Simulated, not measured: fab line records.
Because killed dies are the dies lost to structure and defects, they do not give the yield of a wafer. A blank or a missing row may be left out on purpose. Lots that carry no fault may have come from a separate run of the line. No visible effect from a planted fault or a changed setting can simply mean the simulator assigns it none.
Struck lot and sound lot, side by side | flow nandHarc | 36 steps out of a route of 1159
Sound: the wafers L456.2, L456.4, L456.6. Wafers struck: L459.1, L459.4, L459.6. The cause comes at the end.
Each step with rows lists, per side, the tool, then ch with its chambers, then its first start. Under that, the readings that differ: sound wafers | struck wafers | difference of the means | sigmas: that difference in standard deviations of wafers without a fault.
alike: readings whose means differ by less than 2 such deviations, and words and numbers that are the same on both sides. not compared: withheld readings, readings that some wafer has no value for, bounds like >300 that may hide the same value, and numbers for which the record gives no deviation and whose values overlap.
Wherever a step has rows on one side only, a row that says differs or no value, or a row with sigmas, the two part there. When numbers do not overlap yet have no deviation, they are printed without sigmas and do not part them. A reading missing from all wafers of one side parts the sides only when that side holds two or more wafers.

first, 2 steps without rows for these wafers: NHARC_A_SLIT_PRECLEAN_19 (cleans in SC1); NHARC_A_SLIT_SRD_20.
NHARC_A_SLIT_CD_MEAS_21:
  sound on cdSem-03 at day 15 13:17; struck on cdSem-03 at day 16 19:11
  alike: cdNm
then, 3 steps without rows for these wafers: NHARC_A_SIN_REMOVE_WET_00 (chemistry H3PO4, time 15300 s); NHARC_A_SIN_REMOVE_PRECLEAN_01 (cleans in SC1); NHARC_A_SIN_REMOVE_SRD_02.
NHARC_A_SIN_REMOVE_INSPECT_04:
  sound on defectInspect-01 at day 15 21:06; struck on defectInspect-01 at day 17 02:19
  alike: rawDefectCount
NHARC_A_WL_FILL_ALD_00: deposits Al2O3, target thk 3 nm, pulse time 3 s, ald cycles 30.
  sound on aldHk-03 ch 0,1,3, day 15 21:11; struck on aldHk-03 ch 0,1,2, day 17 02:24
  alike: heaterPowerW, precursorPulseHeightRel
  not compared: sinceWetCleanH
then, 1 step without rows for these wafers: NHARC_A_WL_FILL_RTA_01 (time 5 s).
NHARC_A_WL_FILL_ALD_02: deposits TiN, target thk 2 nm, pulse time 3 s, ald cycles 100.
  sound on aldMetal-01 ch 0,3, day 15 21:38; struck on aldMetal-03 ch 0,1,3, day 17 02:51
  alike: heaterPowerW, precursorPulseHeightRel
  not compared: sinceWetCleanH
NHARC_A_WL_FILL_CVD_03: deposits W, target thk 40 nm, time 3302 s.
  sound on cvdW-01 ch 0, day 15 23:00; struck on cvdW-01 ch 0, day 17 06:40
  alike: heaterPowerW, mfcWf6Sccm, throttleValvePct
  not compared: sinceWetCleanH
then, 2 steps without rows for these wafers: NHARC_A_WL_FILL_ETCHBACK_04 (etches the open film in NF3, target depth 60 nm, time 120 s); NHARC_A_WL_FILL_ETCHBACK_05 (etches the open film in Cl2/BCl3, target depth 22 nm, time 60 s).
NHARC_A_WL_FILL_STRIP_27: strips in N2/H2, time 20 s.
  sound on plasmaAsher-01 ch 0,1, day 16 02:28; struck on plasmaAsher-02 ch 0,1, day 17 10:20
  alike: drypumpMotorCurrentA, heaterPowerW
  not compared: rfHoursCounterH
then, 16 steps without rows for these wafers: NHARC_A_WL_FILL_STRIP_28 (strips in post etch residue remover, time 1200 s); NHARC_A_WL_FILL_PRECLEAN_06 (cleans in DIW, time 300 s); NHARC_A_WL_FILL_SRD_07; NHARC_A_WL_FILL_ANNEAL_08 (time 1800 s); NHARC_A_WL_FILL_ALD_10 (deposits SiO2, target thk 50 nm, pulse time 10 s, ald cycles 500); NHARC_A_WL_FILL_ETCHBACK_16 (etches the open film in C4F8/O2/Ar, target depth 88 nm, time 17.6 s); NHARC_A_WL_FILL_STRIP_29 (strips in O2, time 20 s); NHARC_A_WL_FILL_ETCHBACK_17 (etches the open film in Cl2/BCl3, target depth 4 nm, time 26.7 s); NHARC_A_WL_FILL_PRECLEAN_18 (cleans in dHF, time 30 s); NHARC_A_WL_FILL_SRD_21; NHARC_A_WL_FILL_CVD_23 (deposits poly-Si, target thk 40 nm, time 800 s); NHARC_A_WL_FILL_ETCHBACK_26 (etches the open film in HBr, target depth 52 nm, time 13.3 s); NHARC_A_WL_FILL_PRECLEAN_30 (cleans in dHF, time 10 s); NHARC_A_WL_FILL_SRD_14; NHARC_A_WL_FILL_ALD_19 (deposits TiN, target thk 2 nm, pulse time 3 s, ald cycles 100); NHARC_A_WL_FILL_CVD_20 (deposits W, target thk 75 nm, time 5064 s).
NHARC_A_WL_FILL_CMP_12: polishes, t overpolish 30 s, target thk 75 nm.
  sound on cmp-04 ch 0,1,2, day 17 02:08; struck on cmp-01 ch 1,2,3, day 18 09:26
  alike: motorCurrentA, overpolishRunS, timeToEndpointS
  not compared: padLifeWafers
then, 1 step without rows for these wafers: NHARC_A_WL_FILL_SRD_31.
NHARC_A_WL_FILL_INSPECT_15:
  sound on defectInspect-02 at day 17 02:37; struck on defectInspect-02 at day 18 09:50
  alike: rawDefectCount
then, 1 step without rows for these wafers: NHARC_A_CONTACT_DEP_24 (deposits SiO2, target thk 500 nm).
NHARC_A_CONTACT_DEP_28: deposits aC, target thk 3600 nm.
  the record has rows for the sound wafers here (aclDep-03 ch 0, day 17 03:51) and none for the struck ones
-- the record jumps here: 3 days lie between the struck wafers' starts before and after (it left off in module A_CONTACT and takes up again in module END, whose first step shown is number 1159 of the route) --
NHARC_END_SORT_01:
  sound on prober-02 ch 0, day 20 07:08; struck on prober-02 ch 0, day 21 13:27
reading       | sound    | struck      | difference | sigmas
killedAtArray | 23 12 23 | 633 667 671 | +638       | +64
killedAtOther | 0 0 0    | 1 2 2       | +2         | +2
killedDies    | 23 13 26 | 638 672 677 | +642       | +64
  alike: killedAtPeriphery, killedOpen, killedShort

== WHERE THEY PART ==
At NHARC_A_CONTACT_DEP_28 first; at NHARC_END_SORT_01 last (within this record only).

WHY: what the simulator had put in
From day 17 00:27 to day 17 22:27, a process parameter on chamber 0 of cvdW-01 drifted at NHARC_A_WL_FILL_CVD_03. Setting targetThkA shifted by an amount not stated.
